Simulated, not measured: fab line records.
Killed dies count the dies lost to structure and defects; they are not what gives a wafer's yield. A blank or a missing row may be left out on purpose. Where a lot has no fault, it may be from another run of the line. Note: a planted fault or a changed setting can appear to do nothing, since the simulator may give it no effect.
fab line records    flow nand_harc
record lots=13  wafers=39  last_day=34
route steps=1302 shown A_BONDPAD@1228 THIN_TSV@1246 END@1302
lots untouched by any fault: they come from a run of this same line in which no faults occurred
start_h: the number of hours between the record's first day and the start of the first shown wafer of the lot    wait_h: hours from the lot's prior step to this one    " repeats the value in the row above    L1.1+2: a single row standing in for several wafers    - no value present, or no start provided    * or withheld: withheld    < > ~ a bound
route shown NAME@n: names a module that has steps shown in the file, with the first one's number in the route    usual: the fault-free wafers' mean and standard deviation    same: alike in all rows    chamber/n: place in a boat    sites: readings site by site    _std_site: how widely they spread, as a standard deviation    _edge_site: mean of outer sites minus mean of inner sites    radius_mm: how far each site lies from the wafer's centre    mask NAME#n: copy n    behind: the tool/chamber that last shaped the wafer    hold: why the lot was held/for how many hours/how that ended    device: names the non-switching transistor (n, p or np)    end of line: at the end of the route, the tests of the same wafers    step lacking rows: just its recipe    killed: dies that structure and defects cost at the first sort, which is not the same as the wafer's yield    map: dies across one wafer; x = killed, . = not, _ = none there
set.NAME: the run value of the setting; set.NAME@STEP: its run value at that earlier step    model.NAME: the simulator's own value behind a step, which no gauge read
a sample of lots followed through the steps of the route, with each step as a table and each wafer as a row
services: from which hour (start_h, from the record's first day; less than 0 if before it) a tool's chamber was out of use, for how many hours, and why
## steps
# step NHARC_A_BONDPAD_PVD_27
# recipe target_thk_a=300  chamber_pressure_pa=5  power_w=5000  substrate_temp_c=30  time_s=20.49  material=Cu
# usual throttle_valve_pct=29.9/1.1
lot.wafer  tool            chamber  start_h  wait_h  throttle_valve_pct
L400.4     pvd_sputter-03  -        536.76   -       29.1
L400.2     "               -        "        "       29.6
L400.5     "               -        "        "       29.8
L403.2     pvd_sputter-01  -        556.25   -       30.6
L403.4     "               -        "        "       29.1
L403.6     "               -        "        "       29.2
L402.4     pvd_sputter-03  -        556.75   -       31.7
L402.1     "               -        "        "       29.7
L402.2     "               -        "        "       29.0
L401.2     pvd_sputter-02  -        558.01   -       28.4
L401.3     "               -        "        "       30.7
L401.5     "               -        "        "       30.5
L408.2     pvd_sputter-03  -        616.36   -       31.6
L408.5     "               -        "        "       28.9
L408.6     "               -        "        "       29.3
L411.2     pvd_sputter-03  -        639.72   -       28.8
L411.3     "               -        "        "       29.3
L411.5     "               -        "        "       31.7
L412.2     pvd_sputter-01  -        643.95   -       28.0
L412.3     "               -        "        "       28.7
L412.6     "               -        "        "       30.8
L416.1     pvd_sputter-01  -        690.33   -       30.6
L416.2     "               -        "        "       28.2
L416.6     "               -        "        "       30.2
L418.2     pvd_sputter-01  -        711.86   -       28.6
L418.1     "               -        "        "       30.2
L418.6     "               -        "        "       30.9
L417.2     pvd_sputter-03  -        714.91   -       28.7
L417.3     "               -        "        "       30.3
L417.6     "               -        "        "       28.8
L421.2     pvd_sputter-02  -        756.70   -       31.5
L421.1     "               -        "        "       31.0
L421.5     "               -        "        "       30.0
L423.2     pvd_sputter-02  -        763.92   -       29.3
L423.5     "               -        "        "       29.9
L423.6     "               -        "        "       31.5
L422.1     pvd_sputter-03  -        773.46   -       28.1
L422.4     "               -        "        "       28.8
L422.3     "               -        "        "       30.4
# step NHARC_THIN_TSV_THK_MEAS_02
# recipe thk_meas_gauge=ir
# usual thk_nm=2997/200
lot.wafer  tool           chamber  start_h  wait_h  thk_nm
L400.2     film_metro-02  -        549.59   0.2     2953
L400.4     "              -        "        "       2979
L400.5     "              -        "        "       2975
L403.2     film_metro-01  -        569.10   -       2724
L403.4     "              -        "        "       2983
L403.6     "              -        "        "       2790
L401.2     film_metro-02  -        570.39   -       3059
L401.3     "              -        "        "       2849
L401.5     "              -        "        "       3002
L402.1     film_metro-02  -        571.49   -       3161
L402.2     "              -        "        "       2951
L402.4     "              -        "        "       3219
L408.2     film_metro-02  -        632.45   0.2     3138
L408.5     "              -        "        "       3015
L408.6     "              -        "        "       3022
L411.3     film_metro-02  -        652.31   -       2745
L411.5     "              -        "        "       2808
L412.2     film_metro-02  -        657.88   0.2     3212
L412.3     "              -        "        "       3111
L412.6     "              -        "        "       2950
L416.1     film_metro-02  -        704.61   0.2     3074
L416.2     "              -        "        "       3020
L416.6     "              -        "        "       2917
L418.1     film_metro-02  -        725.59   0.2     3030
L418.2     "              -        "        "       3089
L418.6     "              -        "        "       3072
L417.2     film_metro-02  -        726.78   -       3142
L417.3     "              -        "        "       3125
L417.6     "              -        "        "       3294
L421.1     film_metro-01  -        769.86   0.2     2852
L421.2     "              -        "        "       3161
L421.5     "              -        "        "       2744
L423.2     film_metro-01  -        777.86   -       3196
L423.5     "              -        "        "       3417
L423.6     "              -        "        "       2853
L422.1     film_metro-01  -        789.90   0.2     2579
L422.3     "              -        "        "       3209
L422.4     "              -        "        "       2947
# step NHARC_THIN_TSV_PRE_CLEAN_50
# recipe time_s=30  temp_c=280  gas=H2/He
# usual heater_power_w=410/50
lot.wafer  tool            chamber  start_h  wait_h  heater_power_w
L400.4     pvd_sputter-02  -        -        -       420
L400.2     "               -        "        "       359
L400.5     "               -        "        "       380
L403.2     pvd_sputter-01  -        -        -       357
L403.4     "               -        "        "       478
L403.6     "               -        "        "       367
L401.3     pvd_sputter-03  -        -        -       373
L401.2     "               -        "        "       512
L401.5     "               -        "        "       499
L402.2     pvd_sputter-02  -        -        -       418
L402.1     "               -        "        "       384
L402.4     "               -        "        "       381
L408.2     pvd_sputter-01  -        -        -       478
L408.6     "               -        "        "       546
L408.5     "               -        "        "       476
L411.3     pvd_sputter-01  -        -        -       481
L411.5     "               -        "        "       362
L412.3     pvd_sputter-02  -        -        -       444
L412.2     "               -        "        "       386
L412.6     "               -        "        "       447
L416.1     pvd_sputter-02  -        -        -       369
L416.2     "               -        "        "       388
L416.6     "               -        "        "       389
L418.1     pvd_sputter-03  -        -        -       440
L418.2     "               -        "        "       389
L418.6     "               -        "        "       380
L417.2     pvd_sputter-01  -        -        -       534
L417.3     "               -        "        "       350
L417.6     "               -        "        "       479
L421.2     pvd_sputter-02  -        -        -       391
L421.1     "               -        "        "       391
L421.5     "               -        "        "       439
L423.2     pvd_sputter-02  -        -        -       388
L423.5     "               -        "        "       441
L423.6     "               -        "        "       387
L422.4     pvd_sputter-02  -        -        -       377
L422.3     "               -        "        "       442
L422.1     "               -        "        "       391
# step NHARC_THIN_TSV_ANNEAL_52
# recipe temp_c=225  time_s=90
# usual wafer_temp_C_max=226.18/0.27
lot.wafer  tool           chamber  start_h  wait_h  wafer_temp_C_max
L400.2     rtp_anneal-01  0        554.86   0.6     226.24
L400.4     "              0        "        "       226.49
L400.5     "              0        "        "       226.10
L403.2     rtp_anneal-01  0        574.31   0.6     225.96
L403.4     "              0        "        "       225.97
L403.6     "              0        "        "       226.44
L401.2     rtp_anneal-02  0        575.69   0.7     226.17
L401.3     "              0        "        "       226.62
L401.5     "              0        "        "       226.76
L402.1     rtp_anneal-01  0        576.53   0.6     226.27
L402.2     "              0        "        "       226.11
L402.4     "              0        "        "       225.85
L408.2     rtp_anneal-01  0        637.75   0.6     226.28
L408.5     "              0        "        "       226.15
L408.6     "              0        "        "       226.12
L411.3     rtp_anneal-01  0        657.30   0.5     226.14
L411.5     "              0        "        "       225.68
L412.2     rtp_anneal-01  0        662.95   0.6     226.49
L412.3     "              0        "        "       225.92
L412.6     "              0        "        "       226.06
L416.1     rtp_anneal-01  0        709.63   0.5     226.07
L416.2     "              0        "        "       226.10
L416.6     "              0        "        "       226.05
L418.1     rtp_anneal-02  0        730.46   0.6     226.13
L418.2     "              0        "        "       226.22
L418.6     "              0        "        "       226.30
L417.2     rtp_anneal-01  0        731.85   0.6     225.95
L417.3     "              0        "        "       226.16
L417.6     "              0        "        "       226.32
L421.1     rtp_anneal-02  0        775.13   0.6     226.32
L421.2     "              0        "        "       226.08
L421.5     "              0        "        "       226.44
L423.2     rtp_anneal-01  0        783.17   0.6     226.47
L423.5     "              0        "        "       225.98
L423.6     "              0        "        "       225.95
L422.1     rtp_anneal-02  0        795.05   0.6     226.84
L422.3     "              0        "        "       226.26
L422.4     "              0        "        "       226.31
# step NHARC_END_SORT_01
# recipe temp_c=25
# usual defect_limited_yield=91.5/2.4  killed_at_array=52/17  killed_at_other=0.9/1.2  killed_at_periphery=3.9/2.7  killed_dies=57/16  killed_open=3.3/1.9  killed_short=2.5/1.5  sort_bin_2_pct=3.0/1.2  sort_bin_3_pct=0.6/0.34  sort_bin_4_pct=4.8/1.3  sort_n_pass=620/16  sort_rim_yield_pct=89/4.3  sort_yield_pct=91.5/2.4
# same gross_dies=677  sort_bin_5_pct[%]=0  sort_bin_6_pct[%]=0  sort_bin_7_pct[%]=0  sort_bin_8_pct[%]=0  sort_rim_n_gross=106.00
lot.wafer  tool       chamber  start_h  wait_h  defect_limited_yield[%]  killed_at_array  killed_at_other  killed_at_periphery  killed_dies  killed_open  killed_short  sort_bin_2_pct[%]  sort_bin_3_pct[%]  sort_bin_4_pct[%]  sort_n_pass  sort_rim_yield_pct[%]  sort_yield_pct[%]
L400.2     prober-01  0        566.52   2.8     88.9                     75               0                0                    75           0            4             3.7                0.9                6.5                602          80                     88.9
L400.4     prober-01  0        568.12   3.4     87.7                     81               1                1                    83           6            1             4.4                0.6                7.2                594          75                     87.7
L400.5     prober-01  0        568.92   3.7     87.9                     80               1                1                    82           1            6             3.7                1.0                7.4                595          78                     87.9
L403.2     prober-02  0        585.98   2.8     91.0                     58               1                2                    61           3            2             2.8                1.0                5.2                616          81                     91.0
L403.4     prober-02  0        587.57   3.4     91.9                     52               1                2                    55           5            3             3.5                0.1                4.4                622          90                     91.9
L403.6     prober-02  0        589.16   4.0     91.3                     50               1                8                    59           3            5             2.7                0.7                5.3                618          87                     91.3
L401.2     prober-01  0        586.04   2.8     86.3                     87               0                6                    93           8            3             5.2                1.0                7.5                584          90                     86.3
L401.3     prober-01  0        586.84   3.1     88.2                     75               0                5                    80           3            1             4.6                1.3                5.9                597          86                     88.2
L401.5     prober-01  0        588.44   3.7     86.7                     87               0                3                    90           3            2             5.5                0.6                7.2                587          93                     86.7
L402.1     prober-02  0        592.98   2.5     90.8                     59               0                3                    62           2            1             4.1                0.7                4.3                615          94                     90.8
L402.2     prober-02  0        593.78   2.8     88.3                     76               0                3                    79           2            2             4.3                0.9                6.5                598          93                     88.3
L402.4     prober-02  0        595.38   3.4     88.0                     80               0                1                    81           2            4             5.2                0.4                6.4                596          89                     88.0
L408.2     prober-02  0        647.85   2.8     93.9                     40               0                1                    41           1            2             1.9                0.3                3.8                636          88                     93.9
L408.5     prober-02  0        650.24   3.7     95.6                     27               0                3                    30           2            3             1.8                0.1                2.5                647          89                     95.6
L408.6     prober-02  0        651.03   4.0     93.1                     44               1                2                    47           2            3             2.2                0.3                4.4                630          89                     93.1
L411.2     prober-01  0        670.54   2.8     0                        674              0                3                    677          4            4             95.3               0.6                4.1                0            0                      0
L411.3     prober-01  0        671.34   3.1     90.0                     67               0                1                    68           2            0             4.6                0.4                5.0                609          92                     90.0
L411.5     prober-01  0        672.92   3.7     91.4                     50               2                6                    58           4            3             3.1                0.4                5.0                619          87                     91.4
L412.2     prober-02  0        678.29   2.8     94.2                     25               2                12                   39           3            2             2.2                0.1                3.4                638          91                     94.2
L412.3     prober-02  0        679.09   3.1     94.2                     30               1                8                    39           2            2             2.1                0.9                2.8                638          88                     94.2
L412.6     prober-02  0        681.48   4.0     93.1                     37               3                7                    47           6            1             3.2                0.7                3.0                630          83                     93.1
L416.1     prober-01  0        720.71   2.5     92.9                     42               2                4                    48           3            5             1.9                0.6                4.6                629          87                     92.9
L416.2     prober-01  0        721.50   2.8     91.0                     54               1                6                    61           6            2             3.7                0.6                4.7                616          85                     91.0
L416.6     prober-01  0        724.70   4.0     93.8                     39               0                3                    42           3            0             1.9                0.1                4.1                635          91                     93.8
L418.1     prober-01  0        741.36   2.5     89.4                     66               0                6                    72           7            3             3.2                1.3                6.1                605          84                     89.4
L418.2     prober-01  0        742.15   2.8     90.3                     54               0                12                   66           6            2             3.0                1.2                5.6                611          90                     90.3
L418.6     prober-01  0        745.28   3.9     90.8                     53               1                8                    62           6            2             3.4                0.7                5.0                615          86                     90.8
L417.2     prober-02  0        742.15   2.8     91.9                     52               0                3                    55           3            0             2.2                0.4                5.5                622          90                     91.9
L417.3     prober-02  0        742.96   3.1     88.3                     75               1                3                    79           2            1             3.4                0.6                7.7                598          90                     88.3
L417.6     prober-02  0        745.41   4.1     90.7                     61               1                1                    63           6            1             2.7                0.9                5.8                614          89                     90.7
L421.1     prober-02  0        789.69   2.5     95.7                     24               0                5                    29           2            2             1.2                1.0                2.1                648          88                     95.7
L421.2     prober-02  0        790.49   2.8     93.2                     45               0                1                    46           2            3             1.5                1.0                4.3                631          89                     93.2
L421.5     prober-02  0        792.88   3.7     93.9                     37               0                4                    41           7            2             1.9                0.6                3.5                636          87                     93.9
L423.2     prober-01  0        806.79   2.8     88.8                     73               0                3                    76           3            7             4.7                0.6                5.9                601          82                     88.8
L423.5     prober-01  0        809.16   3.7     90.4                     65               0                0                    65           2            4             3.1                0.4                6.1                612          79                     90.4
L423.6     prober-01  0        809.95   4.0     90.0                     65               0                3                    68           5            3             4.3                0.4                5.3                609          83                     90.0
L422.1     prober-01  0        813.76   2.5     91.9                     53               0                2                    55           3            3             2.7                0.4                5.0                622          82                     91.9
L422.3     prober-01  0        815.39   3.1     92.3                     49               0                3                    52           3            4             2.1                0.7                4.9                625          84                     92.3
L422.4     prober-01  0        816.21   3.5     92.9                     46               0                2                    48           1            0             3.4                0.4                3.2                629          84                     92.9
# killed by level:class
L400.2 A_CHANNEL_HOLE_D1:chamber_film_flake=31 A_SLIT:chamber_film_flake=21 A_STAIRCASE:chamber_film_flake=7 A_CHANNEL_HOLE_D2:chamber_film_flake=6 A_CHANNEL_FILL_D2:geometric_particle:short=3 A_CONTACT:chamber_film_flake=3 A_WL_FILL:geometric_particle:short=1 A_ZERO_WELL:chamber_film_flake=1
L400.4 A_CHANNEL_HOLE_D1:chamber_film_flake=32 A_SLIT:chamber_film_flake=17 A_STAIRCASE:chamber_film_flake=8 A_CHANNEL_FILL_D1:chamber_film_flake=5 A_CHANNEL_HOLE_D2:chamber_film_flake=5 A_CONTACT:chamber_film_flake=4 A_ONON_D2:geometric_particle:open=2 A_WL_FILL:chamber_film_flake=2
L400.5 A_CHANNEL_HOLE_D1:chamber_film_flake=38 A_SLIT:chamber_film_flake=18 A_STAIRCASE:chamber_film_flake=5 A_CONTACT:chamber_film_flake=5 A_WL_FILL:geometric_particle:short=3 A_CHANNEL_FILL_D1:chamber_film_flake=3 A_CHANNEL_HOLE_D2:chamber_film_flake=3 P_M1:geometric_particle:short=1
L403.2 A_CHANNEL_HOLE_D1:chamber_film_flake=26 A_SLIT:chamber_film_flake=10 A_CHANNEL_HOLE_D2:chamber_film_flake=9 A_STAIRCASE:chamber_film_flake=4 A_CONTACT:chamber_film_flake=4 P_CONTACT:geometric_particle:open=1 A_ONON_D1:geometric_particle:short=1 A_ONON_D2:geometric_particle:short=1
L401.2 A_CHANNEL_HOLE_D1:chamber_film_flake=27 A_CHANNEL_HOLE_D2:chamber_film_flake=23 A_SLIT:chamber_film_flake=20 A_STAIRCASE:chamber_film_flake=3 A_CHANNEL_FILL_D2:geometric_particle:open=2 P_M2:chamber_film_flake=2 A_CONTACT:chamber_film_flake=2 P_STI:geometric_particle:open=1
L401.3 A_CHANNEL_HOLE_D2:chamber_film_flake=35 A_CHANNEL_HOLE_D1:chamber_film_flake=25 A_SLIT:chamber_film_flake=8 P_M2:chamber_film_flake=2 A_STAIRCASE:chamber_film_flake=2 A_CONTACT:chamber_film_flake=2 P_M0:geometric_particle:short=1 P_M0:geometric_particle:open=1
L403.4 A_CHANNEL_HOLE_D1:chamber_film_flake=29 A_SLIT:chamber_film_flake=8 A_CHANNEL_HOLE_D2:chamber_film_flake=3 A_CONTACT:chamber_film_flake=3 A_ONON_D1:geometric_particle:open=2 A_CONTACT:geometric_particle:open=2 P_CONTACT:geometric_particle:short=1 A_ONON_D1:geometric_particle:short=1
L401.5 A_CHANNEL_HOLE_D1:chamber_film_flake=32 A_CHANNEL_HOLE_D2:chamber_film_flake=27 A_SLIT:chamber_film_flake=19 A_CONTACT:chamber_film_flake=5 A_CHANNEL_FILL_D2:geometric_particle:open=2 P_GATE:geometric_particle:open=1 A_DECK1_JOINT:geometric_particle:short=1 A_CHANNEL_FILL_D2:geometric_particle:short=1
L403.6 A_CHANNEL_HOLE_D1:chamber_film_flake=28 A_SLIT:chamber_film_flake=6 P_STI:chamber_film_flake=5 A_CONTACT:chamber_film_flake=4 P_GATE:chamber_film_flake=3 A_CHANNEL_HOLE_D2:chamber_film_flake=3 A_BLC:geometric_particle:short=2 A_CHANNEL_HOLE_D1:geometric_particle:open=1
L402.1 A_CHANNEL_HOLE_D1:chamber_film_flake=26 A_CHANNEL_HOLE_D2:chamber_film_flake=23 P_ZERO_WELL:chamber_film_flake=2 A_CHANNEL_FILL_D1:chamber_film_flake=2 A_WL_FILL:chamber_film_flake=2 A_CONTACT:unspecified=2 A_CHANNEL_FILL_D1:geometric_particle:open=1 A_SGD_CUT:geometric_particle:short=1
L402.2 A_CHANNEL_HOLE_D2:chamber_film_flake=34 A_CHANNEL_HOLE_D1:chamber_film_flake=31 A_WL_FILL:chamber_film_flake=3 P_GATE:chamber_film_flake=2 A_ZERO_WELL:chamber_film_flake=2 A_CHANNEL_FILL_D1:geometric_particle:short=1 A_CHANNEL_FILL_D1:geometric_particle:open=1 A_CHANNEL_FILL_D2:geometric_particle:short=1
L402.4 A_CHANNEL_HOLE_D1:chamber_film_flake=32 A_CHANNEL_HOLE_D2:chamber_film_flake=31 A_WL_FILL:chamber_film_flake=3 A_CONTACT:unspecified=3 A_CONTACT:chamber_film_flake=3 A_STAIRCASE:chamber_film_flake=2 P_STI:geometric_particle:short=1 A_CHANNEL_HOLE_D1:geometric_particle:short=1
L408.2 A_CHANNEL_HOLE_D2:chamber_film_flake=13 A_SLIT:chamber_film_flake=10 A_CONTACT:chamber_film_flake=9 A_CHANNEL_HOLE_D1:chamber_film_flake=3 P_M0:geometric_particle:open=1 A_ONON_D2:geometric_particle:short=1 A_CHANNEL_FILL_D2:geometric_particle:short=1 A_CHANNEL_FILL_D1:chamber_film_flake=1
L408.5 A_SLIT:chamber_film_flake=10 A_CHANNEL_HOLE_D2:chamber_film_flake=5 A_CONTACT:chamber_film_flake=4 A_DECK1_JOINT:chamber_film_flake=2 P_M0:geometric_particle:open=1 P_M0:geometric_particle:short=1 A_ONON_D1:geometric_particle:open=1 A_CHANNEL_FILL_D1:geometric_particle:short=1
L408.6 A_SLIT:chamber_film_flake=23 A_CHANNEL_HOLE_D2:chamber_film_flake=6 A_CONTACT:chamber_film_flake=5 A_CHANNEL_HOLE_D1:chamber_film_flake=3 A_STAIRCASE:chamber_film_flake=2 A_DECK1_JOINT:geometric_particle:short=1 A_CHANNEL_FILL_D2:geometric_particle:open=1 A_SLIT:geometric_particle:short=1
L411.2 A_BONDPAD:area_pvd=623 A_CHANNEL_HOLE_D1:chamber_film_flake=33 A_CHANNEL_HOLE_D2:chamber_film_flake=7 A_CHANNEL_FILL_D2:geometric_particle:open=2 A_CONTACT:chamber_film_flake=2 P_GATE:geometric_particle:short=1 A_CHANNEL_HOLE_D1:geometric_particle:short=1 A_CHANNEL_FILL_D1:geometric_particle:open=1
L411.3 A_CHANNEL_HOLE_D1:chamber_film_flake=37 A_CHANNEL_HOLE_D2:chamber_film_flake=18 A_STAIRCASE:chamber_film_flake=3 A_M1:chamber_film_flake=3 A_ONON_D1:geometric_particle:open=1 A_CHANNEL_HOLE_D2:geometric_particle:open=1 P_GATE:chamber_film_flake=1 A_DECK1_JOINT:chamber_film_flake=1
L411.5 A_CHANNEL_HOLE_D1:chamber_film_flake=26 A_CHANNEL_HOLE_D2:chamber_film_flake=7 A_M1:chamber_film_flake=5 P_BONDPAD:chamber_film_flake=4 P_ZERO_WELL:chamber_film_flake=2 A_WL_FILL:chamber_film_flake=2 A_CHANNEL_FILL_D1:geometric_particle:short=1 A_SGD_CUT:geometric_particle:open=1
L412.2 A_SLIT:chamber_film_flake=11 P_GATE:chamber_film_flake=5 A_CHANNEL_HOLE_D1:chamber_film_flake=4 P_CONTACT:chamber_film_flake=3 A_CHANNEL_FILL_D1:geometric_particle:short=2 P_STI:chamber_film_flake=2 A_STAIRCASE:chamber_film_flake=2 THIN_TSV:chamber_film_flake=2
L412.3 A_SLIT:chamber_film_flake=16 P_CONTACT:chamber_film_flake=6 A_DECK1_JOINT:chamber_film_flake=3 A_M1:chamber_film_flake=3 A_ZERO_WELL:chamber_film_flake=2 P_M0:geometric_particle:short=1 A_CHANNEL_FILL_D1:geometric_particle:open=1 A_DECK1_JOINT:geometric_particle:short=1
L412.6 A_CHANNEL_HOLE_D1:chamber_film_flake=10 A_SLIT:chamber_film_flake=8 P_CONTACT:chamber_film_flake=6 A_CONTACT:chamber_film_flake=6 THIN_TSV:chamber_film_flake=3 A_STAIRCASE:chamber_film_flake=3 A_CHANNEL_HOLE_D1:geometric_particle:open=2 A_SOURCE_PLATE:geometric_particle:open=1
L416.1 A_STAIRCASE:chamber_film_flake=9 A_CHANNEL_HOLE_D2:chamber_film_flake=8 A_CHANNEL_HOLE_D1:chamber_film_flake=5 A_CONTACT:chamber_film_flake=5 A_SLIT:chamber_film_flake=4 A_BONDPAD:chamber_film_flake=3 A_CHANNEL_FILL_D1:geometric_particle:open=2 THIN_TSV:chamber_film_flake=2
L416.2 A_CHANNEL_HOLE_D2:chamber_film_flake=23 A_STAIRCASE:chamber_film_flake=7 A_CHANNEL_HOLE_D1:chamber_film_flake=4 A_SLIT:chamber_film_flake=4 A_CONTACT:chamber_film_flake=4 P_GATE:chamber_film_flake=3 A_ONON_D2:geometric_particle:open=2 A_BLC:geometric_particle:open=2
L416.6 A_CONTACT:chamber_film_flake=8 A_SLIT:chamber_film_flake=8 A_CHANNEL_HOLE_D2:chamber_film_flake=6 A_STAIRCASE:chamber_film_flake=5 A_SGD_CUT:chamber_film_flake=3 A_CHANNEL_HOLE_D1:chamber_film_flake=2 A_WL_FILL:chamber_film_flake=2 A_BONDPAD:chamber_film_flake=2
L418.1 A_CHANNEL_HOLE_D1:chamber_film_flake=31 A_SLIT:chamber_film_flake=14 A_STAIRCASE:chamber_film_flake=4 A_CONTACT:chamber_film_flake=4 A_CHANNEL_FILL_D2:geometric_particle:short=2 P_M1:chamber_film_flake=2 P_M2:chamber_film_flake=2 A_CHANNEL_FILL_D2:chamber_film_flake=2
L418.2 A_CHANNEL_HOLE_D1:chamber_film_flake=33 P_M1:chamber_film_flake=10 A_SLIT:chamber_film_flake=10 A_ONON_D1:geometric_particle:short=2 A_DECK1_JOINT:geometric_particle:open=2 P_CONTACT:geometric_particle:open=1 P_M2:geometric_particle:open=1 A_CHANNEL_FILL_D1:geometric_particle:open=1
L417.2 A_CHANNEL_HOLE_D1:chamber_film_flake=30 A_CHANNEL_HOLE_D2:chamber_film_flake=9 A_SLIT:chamber_film_flake=5 A_CONTACT:chamber_film_flake=4 A_STAIRCASE:chamber_film_flake=2 P_M2:chamber_film_flake=2 P_M2:geometric_particle:open=1 A_CHANNEL_HOLE_D1:geometric_particle:open=1
L417.3 A_CHANNEL_HOLE_D1:chamber_film_flake=32 A_CHANNEL_HOLE_D2:chamber_film_flake=26 A_SLIT:chamber_film_flake=5 A_CONTACT:chamber_film_flake=4 A_CHANNEL_FILL_D1:chamber_film_flake=3 A_STAIRCASE:chamber_film_flake=3 P_GATE:geometric_particle:short=1 A_SGD_CUT:geometric_particle:open=1
L418.6 A_CHANNEL_HOLE_D1:chamber_film_flake=34 A_SLIT:chamber_film_flake=8 P_M1:chamber_film_flake=6 A_CHANNEL_FILL_D2:chamber_film_flake=2 P_CONTACT:geometric_particle:open=1 A_CHANNEL_HOLE_D1:geometric_particle:open=1 A_CHANNEL_FILL_D2:geometric_particle:short=1 A_CHANNEL_FILL_D2:geometric_particle:open=1
L417.6 A_CHANNEL_HOLE_D1:chamber_film_flake=31 A_CHANNEL_HOLE_D2:chamber_film_flake=8 A_STAIRCASE:chamber_film_flake=5 A_CONTACT:chamber_film_flake=5 A_SLIT:chamber_film_flake=4 A_SGD_CUT:geometric_particle:open=2 A_CHANNEL_FILL_D1:geometric_particle:open=1 A_CHANNEL_HOLE_D2:geometric_particle:open=1
L421.1 A_SLIT:chamber_film_flake=13 A_STAIRCASE:chamber_film_flake=4 P_GATE:chamber_film_flake=2 A_CONTACT:chamber_film_flake=2 P_M0:geometric_particle:open=1 A_ONON_D2:geometric_particle:short=1 A_SGD_CUT:geometric_particle:short=1 A_M0:chamber_film_flake=1
L421.2 A_SLIT:chamber_film_flake=30 A_CONTACT:chamber_film_flake=3 A_CHANNEL_HOLE_D2:chamber_film_flake=2 A_STAIRCASE:chamber_film_flake=2 A_SOURCE_PLATE:geometric_particle:short=1 A_CHANNEL_FILL_D2:geometric_particle:open=1 A_WL_FILL:geometric_particle:short=1 A_CONTACT:geometric_particle:open=1
L421.5 A_SLIT:chamber_film_flake=13 A_STAIRCASE:chamber_film_flake=4 A_M0:chamber_film_flake=4 A_CHANNEL_HOLE_D1:unspecified=3 A_CONTACT:chamber_film_flake=3 A_WL_FILL:geometric_particle:open=2 A_CHANNEL_HOLE_D1:chamber_film_flake=2 P_GATE:geometric_particle:open=1
L423.2 A_CHANNEL_HOLE_D2:chamber_film_flake=26 A_SLIT:chamber_film_flake=12 A_CHANNEL_HOLE_D1:chamber_film_flake=10 A_CONTACT:chamber_film_flake=6 A_SGD_CUT:chamber_film_flake=6 A_STAIRCASE:chamber_film_flake=3 A_CHANNEL_FILL_D1:geometric_particle:short=2 A_CHANNEL_FILL_D2:geometric_particle:short=2
L423.5 A_CHANNEL_HOLE_D2:chamber_film_flake=27 A_CHANNEL_HOLE_D1:chamber_film_flake=11 A_CONTACT:chamber_film_flake=10 A_SLIT:chamber_film_flake=6 A_SGD_CUT:chamber_film_flake=3 A_WL_FILL:geometric_particle:short=2 A_DECK1_JOINT:geometric_particle:open=1 A_ONON_D2:geometric_particle:short=1
L423.6 A_CHANNEL_HOLE_D1:chamber_film_flake=20 A_SLIT:chamber_film_flake=12 A_CHANNEL_HOLE_D2:chamber_film_flake=11 A_CONTACT:chamber_film_flake=9 A_STAIRCASE:chamber_film_flake=3 P_M0:geometric_particle:short=1 P_M2:geometric_particle:short=1 A_ONON_D1:geometric_particle:open=1
L422.1 A_CHANNEL_HOLE_D2:chamber_film_flake=21 A_CHANNEL_HOLE_D1:chamber_film_flake=9 A_SLIT:chamber_film_flake=9 A_CONTACT:chamber_film_flake=4 A_CHANNEL_FILL_D2:geometric_particle:open=2 A_STAIRCASE:chamber_film_flake=2 P_STI:geometric_particle:short=1 P_M2:geometric_particle:open=1
L422.3 A_SLIT:chamber_film_flake=19 A_CHANNEL_HOLE_D1:chamber_film_flake=10 A_CHANNEL_HOLE_D2:chamber_film_flake=8 A_STAIRCASE:chamber_film_flake=3 A_CONTACT:chamber_film_flake=3 P_GATE:geometric_particle:short=1 P_M2:geometric_particle:short=1 A_CHANNEL_FILL_D1:geometric_particle:short=1
L422.4 A_CHANNEL_HOLE_D2:chamber_film_flake=25 A_SLIT:chamber_film_flake=13 A_CHANNEL_HOLE_D1:chamber_film_flake=3 P_GATE:chamber_film_flake=2 A_CONTACT:chamber_film_flake=2 A_STAIRCASE:chamber_film_flake=2 A_ONON_D2:geometric_particle:open=1
## services
tool            chamber  start_h  hours  kind
pvd_sputter-03  -        526.02   10.0   pm
pvd_sputter-01  -        548.25   1.6    repair
pvd_sputter-01  -        582.05   10.0   pm
pvd_sputter-01  -        593.54   26.9   repair
pvd_sputter-03  -        601.00   10.4   repair
pvd_sputter-02  -        620.71   2.6    repair
pvd_sputter-02  -        628.47   4.1    repair
pvd_sputter-02  -        638.03   10.0   pm
pvd_sputter-03  -        704.02   10.0   pm
pvd_sputter-01  -        743.73   3.5    repair
rtp_anneal-02   -        744.00   12.0   pm
pvd_sputter-01  -        760.05   10.0   pm
## key
first_sign step=NHARC_END_SORT_01  reading=sort_bin_2_pct  direction=up  sigmas=79  usual=3.0  struck=95.3
effect step=NHARC_END_SORT_01  reading=defect_limited_yield  direction=down  sigmas=38  usual=91.5  struck=0
more_kills_born_at NHARC_A_BONDPAD_PVD_27@pvd_sputter-03=623
met_at NHARC_A_BONDPAD_PVD_27
struck_lots L411
struck_wafers L411.2
later_rows_left_out L411.2
not_acting_at NHARC_THIN_TSV_THK_MEAS_02,NHARC_THIN_TSV_PRE_CLEAN_50,NHARC_THIN_TSV_ANNEAL_52
onset_between 616.36 639.72
fault kind=process_parameter_drift  tool=pvd_sputter-03  chamber=-  onset_h=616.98  steps=NHARC_A_BONDPAD_PVD_27  channel=target_thk_a  offset=*  shape=step  end_h=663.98  acts_in=*  stated=*  scope=struck_wafers_only
# later_rows_left_out: the simulator's readings of these wafers behind a module that went badly wrong aren't trusted and aren't shown, but for the sort
